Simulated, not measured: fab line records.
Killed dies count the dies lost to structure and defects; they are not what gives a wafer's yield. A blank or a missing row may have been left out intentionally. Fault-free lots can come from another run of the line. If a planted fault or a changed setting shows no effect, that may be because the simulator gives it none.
Matching of chambers + flow n5Finfet + N5_HKMG_FIN_CVD_62 on thermalCvdSi-02: 3 sister chambers
The step deposits a-Si from Si2H6, target thk 3 nm, time 20.8 s. 16 wafers are shown with their chamber, then 8 later ones without.

EACH WAFER AND ITS CHAMBER
| wafer  | chamber | heaterPowerW (W) | chamberPressureTorr (Torr) |
|--------|---------|------------------|----------------------------|
| L346.1 | 1       | 1494             | 0.9987                     |
| L346.4 | 1       | 1464             | 0.9978                     |
| L346.6 | 0       | 1457             | 1.0001                     |
| L348.2 | 0       | 1420             | 0.9974                     |
| L348.4 | 0       | 1415             | 0.9967                     |
| L348.5 | 1       | 1440             | 1.0003                     |
| L350.1 | 1       | 1477             | 0.9984                     |
| L350.3 | 0       | 1435             | 0.9992                     |
| L350.4 | 2       | 1415             | 1.0006                     |
| L354.4 | 1       | 1502             | 0.9986                     |
| L354.5 | 0       | 1449             | 0.9976                     |
| L354.6 | 2       | 1401             | 0.9968                     |
| L356.2 | 0       | 1417             | 0.9995                     |
| L356.3 | 2       | 1432             | 1.0008                     |
| L356.5 | 1       | 1494             | 1.0015                     |
| L358.1 | 0       | 1407             | 1.0016                     |

SIGNATURES (means of the wafers above)
| reading             | chamber 0 | chamber 1 | chamber 2 | scatter within a chamber |
|---------------------|-----------|-----------|-----------|--------------------------|
| heaterPowerW        | 1428.57   | 1478.50   | 1416.00   | 20.3                     |
| chamberPressureTorr | 0.998871  | 0.999217  | 0.999400  | 0.00171                  |
Rule: a wafer lies at a distance from a chamber equal to the root of the sum of squares, over the readings, of (its reading less the chamber's mean, divided by the reading's scatter). The wafer belongs to the nearest chamber; if the next one is less than 2 further off, it can't be placed. The scatter is the square root of a quotient: the sum, over the shown wafers, of each reading's squared deviation from its chamber's mean, divided by wafers minus chambers.

WAFERS WITHOUT THEIR CHAMBER
| wafer  | heaterPowerW (W) | chamberPressureTorr (Torr) |
|--------|------------------|----------------------------|
| L358.3 | 1498             | 0.9998                     |
| L358.6 | 1379             | 0.9998                     |
| L364.2 | 1503             | 0.9980                     |
| L364.3 | 1399             | 0.9990                     |
| L364.5 | 1429             | 0.9997                     |
| L366.1 | 1417             | 0.9997                     |
| L366.4 | 1420             | 1.0001                     |
| L366.5 | 1426             | 1.0000                     |

EACH ONE'S CHAMBER
| wafer  | from the rows above          | in truth |
|--------|------------------------------|----------|
| L358.3 | 1                            | 1        |
| L358.6 | can't be placed: 2 or 0      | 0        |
| L364.2 | 1                            | 1        |
| L364.3 | can't be placed: 2 or 0      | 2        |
| L364.5 | can't be placed: 0 or 2 or 1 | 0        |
| L366.1 | can't be placed: 2 or 0      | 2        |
| L366.4 | can't be placed: 2 or 0      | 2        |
| L366.5 | can't be placed: 2 or 0      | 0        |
Correct placement for 2 of the 8. Unplaceable from these rows: 6, with the true chamber sitting among the candidates in 6. 0 placed wrongly.
